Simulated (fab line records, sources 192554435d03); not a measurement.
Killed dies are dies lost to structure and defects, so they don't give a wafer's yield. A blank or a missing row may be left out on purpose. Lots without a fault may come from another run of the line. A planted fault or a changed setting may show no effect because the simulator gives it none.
A struck lot beside a sound one | flow n5_finfet | 37 steps out of a route of 1938
Sound: wafers L974.1, L974.2, L974.5. Struck: wafer L983.5. (L983.1, L983.3 of the same lot were not struck and are left out.) The cause comes at the end.
At each step with rows: each side's tool, then ch and its chambers, then its first start. Under that, the readings that differ: sound wafers | struck wafers | difference of the means | sigmas: that difference in standard deviations of wafers without a fault.
alike: readings whose means differ by less than 2 such deviations, and words and numbers that are the same on both sides. not compared: withheld readings, readings that some wafer has no value for, bounds like >300 that may hide the same value, and numbers for which the record gives no deviation and whose values overlap.
The two part at a step that has a row with sigmas, a row that says differs or no value, or rows on one side only. Numbers that don't overlap but have no deviation are shown without sigmas and don't part them. A reading that every wafer of one side lacks parts them only if that side has two wafers or more.

first, 9 steps without rows for these wafers: N5_SD_EPI_N_COAT_33 (time 60 s, resist thk 35 nm); N5_SD_EPI_N_COAT_03 (resist thk 150 nm); N5_SD_EPI_N_EBR_05; N5_SD_EPI_N_SOFTBAKE_04 (time 60 s); N5_SD_EPI_N_EXPOSE_06 (exposes mask SD N BLK, target cd 120 nm); N5_SD_EPI_N_PEB_07 (peb time 60 s); N5_SD_EPI_N_DEVELOP_08 (develop time 30 s); N5_SD_EPI_N_DESCUM_14 (chemistry O2, time 7.9 s); N5_SD_EPI_N_ETCH_34 (etches SiARC in CF4, target depth 45.5 nm, time 75.8 s).
N5_SD_EPI_N_ETCH_35: etches SOC in N2/H2, overetch 108 nm, time 486 s.
  sound on rie_diel-03 ch 0,1,2, day 3 13:46; struck on rie_diel-03 ch 3, day 5 23:45
  reading                                     | sound             | struck | difference | sigmas
  rf_fwd_power_W (W)                          | 2994 3015 2979    | 2264   | -732       | -78
  rf_vpp_V (V)                                | 240.8 241.2 239.3 | 267.4  | +27.0      | +18
  model.SD_EPI_N.cd_nm (nm)                   | 118.2 120 118.6   | 116.6  | -2.3       |
  model.SiARC_of_SD_EPI_N_COAT_33.thk_nm (nm) | 20.4 20 20        | 22.4   | +2.3       |
  alike: drypump_motor_current_A, oes_product_au, showerhead_plenum_p_Torr, throttle_valve_pct
  not compared: rf_hours_counter_h
then, 3 steps without rows for these wafers: N5_SD_EPI_N_STRIP_36 (strips in N2/H2); N5_SD_EPI_N_ETCHBACK_44 (etches SiNx in CH3F/O2, stops on SiO2, target depth 14.5 nm); N5_SD_EPI_N_ETCH_45 (etches SiOCN in CH3F/O2, target depth 6 nm).
N5_SD_EPI_N_ETCH_16: etches SiO2 in CHF3/O2, target depth 5 nm.
  sound on rie_diel-03 ch 0,1,2, day 3 14:17; struck on rie_diel-03 ch 3, day 6 00:16
  reading                                     | sound             | struck | difference | sigmas
  throttle_valve_pct (%)                      | 18.89 19.11 19.00 | 18.53  | -0.47      | -2
  model.SiARC_of_SD_EPI_N_COAT_33.thk_nm (nm) | 13.2 12.8 12.6    | 15     | +2         |
  alike: drypump_motor_current_A, oes_product_au, rf_fwd_power_W, rf_vpp_V, showerhead_plenum_p_Torr
  not compared: rf_hours_counter_h
then, 1 step without rows for these wafers: N5_SD_EPI_N_STRIP_47 (strips in CHF3/O2).
N5_SD_EPI_N_SD_RECESS_17: chemistry HBr/Cl2/O2, target depth 41 nm, time 23.7 s, bt time 3 s.
  sound on rie_si-01 ch 1,3, day 3 14:22; struck on rie_si-06 ch 2, day 6 00:20
  reading                   | sound             | struck | difference | sigmas
  rf_fwd_power_W (W)        | 795.1 793.9 796.2 | 800.8  | +5.7       | +2
  throttle_valve_pct (%)    | 37.2 36.9 36.9    | 37.6   | +0.6       | +2
  model.SD_EPI_N.cd_nm (nm) | 118 120 118.8     | 116.6  | -2.3       |
  alike: drypump_motor_current_A, oes_product_au
  not compared: rf_hours_counter_h
then, 19 steps without rows for these wafers: N5_SD_EPI_N_STRIP_38 (strips in N2/H2); N5_SD_EPI_N_WET_ETCH_43 (etches SiO2 in dHF, time 14 s, target depth 1.5 nm); N5_SD_EPI_N_STRIP_18 (strips in SPM, time 750 s); N5_SD_EPI_N_SRD_20 (time 30 s); N5_SD_EPI_N_PRECLEAN_48 (cleans in NF3:NH3, afs cycles 2, time 20 s, sublimation time 60 s); N5_SD_EPI_N_VAPOR_ETCH_50 (etches Si in HCl, time 54 s); N5_SD_EPI_N_EPI_21 (deposits Si:P, time 690 s); N5_SD_EPI_N_PRECLEAN_24 (cleans in O3/DIW, time 60 s); N5_SD_EPI_N_SRD_25 (time 30 s); N5_SD_EPI_N_PRECLEAN_49 (cleans in NF3:NH3, afs cycles 1, time 20 s, sublimation time 60 s); N5_SD_EPI_N_LINER_46 (material SiNx, target thk 3 nm); N5_SD_EPI_P_COAT_34 (time 60 s, resist thk 350 nm); N5_SD_EPI_P_COAT_35 (time 60 s, resist thk 35 nm); N5_SD_EPI_P_COAT_03 (resist thk 150 nm); N5_SD_EPI_P_EBR_05; N5_SD_EPI_P_SOFTBAKE_04 (time 60 s); N5_SD_EPI_P_EXPOSE_06 (exposes mask SD P BLK, target cd 240 nm); N5_SD_EPI_P_PEB_07 (peb time 60 s); N5_SD_EPI_P_DEVELOP_08 (develop time 30 s).
N5_BEOL_M4_RC_MEAS_101:
  the record has rows for the sound wafers here (prober-01 ch 0, day 8 05:53) and none for the struck ones
-- the record jumps here: 12 days lie between the struck wafers' starts before and after (it left off in module BEOL_M4 and takes up again in module PASSIVATION, whose first step shown is number 1936 of the route) --
N5_PASSIVATION_PROBE_49:
  the record has rows for the struck wafers here (prober-01, day 17 18:36) and none for the sound ones

WHERE THEY PART
First at N5_SD_EPI_N_ETCH_35; last, within this record, at N5_PASSIVATION_PROBE_49.

WHY: what the simulator had put in
Process parameter drift: rie_diel-03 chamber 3, from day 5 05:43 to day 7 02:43, at N5_SD_EPI_N_ETCH_35. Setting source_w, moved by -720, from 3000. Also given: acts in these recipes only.
